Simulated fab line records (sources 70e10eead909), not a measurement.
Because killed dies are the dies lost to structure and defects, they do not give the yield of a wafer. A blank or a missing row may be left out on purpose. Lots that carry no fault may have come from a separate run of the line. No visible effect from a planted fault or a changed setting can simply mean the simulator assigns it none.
Comparing a struck lot with a sound one -- flow nand-harc -- 14 out of 1302 route steps
Sound: the wafers L723.1, L723.3, L723.5. Struck: wafer L729.6 (left out: L729.4, L729.5 of the same lot, which were not struck); the cause appears at the end.
Per side, at each step with rows, come the tool, then ch with its chambers, and then its first start. Under that, the readings that differ: sound wafers -- struck wafers -- difference of the means -- sigmas: that difference in standard deviations of wafers without a fault.
alike: readings with means less than 2 such deviations apart, plus words and numbers identical on both sides. not compared: withheld readings, readings lacking a value on some wafer, bounds such as >300 that could conceal the same value, and numbers that have no deviation in the record and whose values overlap.
The two part at a step that has a row with sigmas, a row that says differs or no value, or rows on one side only. Numbers that don't overlap but have no deviation are shown without sigmas and don't part them. A reading missing from all wafers of one side parts the sides only when that side holds two or more wafers.

first, 7 steps without rows for these wafers: NHARC_A_M1_COAT_34 (time 65 s); NHARC_A_M1_COAT_03 (resist thk 90 nm); NHARC_A_M1_SOFTBAKE_04 (time 55 s); NHARC_A_M1_EBR_05; NHARC_A_M1_EXPOSE_06 (exposes mask A M1, target cd 120 nm); NHARC_A_M1_PEB_07 (peb time 65 s); NHARC_A_M1_DEVELOP_08 (develop time 35 s).
NHARC_A_M1_CD_MEAS_09: the cd target is 120 nm.
  sound on cd-sem-01 ch 0, day 24 01:56; struck on cd-sem-02 ch 0, day 25 19:20
  alike: cd-nm
NHARC_A_M1_OVL_MEAS_10: pitch 240 nm.
  struck on overlay-02, day 25 19:25; sound on overlay-02, day 24 02:02
  alike: overlay-x-nm, overlay-y-nm
NHARC_A_M1_INSPECT_11:
  struck on defect-inspect-02, day 25 19:26; sound on defect-inspect-01, day 24 02:04
reading,sound,struck,difference,sigmas
raw-defect-count,24 19 19,108,+87,+2
NHARC_A_M1_DESCUM_14: chemistry O2, time 3 s.
  sound on rie-diel-12 ch 0,2,3, day 24 02:08; struck on rie-diel-07 ch 3, day 25 19:32
  alike: drypump-motor-current-A, oes-product-au, rf-vpp-V, showerhead-plenum-p-Torr, throttle-valve-pct
  not compared: rf-hours-counter-h
NHARC_A_M1_ETCH_35: etches the open film in N2/H2, target depth 40 nm, overetch 12 nm, time 43.94 s.
  sound on rie-diel-12 ch 0,2, day 24 02:13; struck on rie-diel-07 ch 0, day 25 19:38
reading,sound,struck,difference,sigmas
drypump-motor-current-A (A),5.8 5.9 5.9,4.7,-1.2,-2
rf-vpp-V (V),429.7 425.2 428.8,434.1,+6.2,+2
showerhead-plenum-p-Torr (Torr),2.04 1.90 1.90,2.15,+0.20,+2
  alike: oes-product-au, throttle-valve-pct
  not compared: rf-hours-counter-h
NHARC_A_M1_ETCH_15: etches the open film in C4F8/Ar, target depth 182.5 nm, time 91.2 s.
  sound on rie-diel-12 ch 0,2, day 24 02:19; struck on rie-diel-07 ch 0, day 25 19:44
reading,sound,struck,difference,sigmas
oes-product-au (a.u.),0.914 0.927 0.925,0.850,-0.072,-4
  alike: rf-vpp-V
  not compared: rf-hours-counter-h
NHARC_A_M1_CD_MEAS_16:
  struck on cd-sem-01, day 25 19:52; sound on cd-sem-01, day 24 02:26
  alike: cd-nm

== WHERE THEY PART ==
Last at NHARC_A_M1_ETCH_15 as far as this record goes, first at NHARC_A_M1_INSPECT_11. Later steps at which nothing parts them and some readings are alike: NHARC_A_M1_CD_MEAS_16.

WHY: whatever the simulator had introduced
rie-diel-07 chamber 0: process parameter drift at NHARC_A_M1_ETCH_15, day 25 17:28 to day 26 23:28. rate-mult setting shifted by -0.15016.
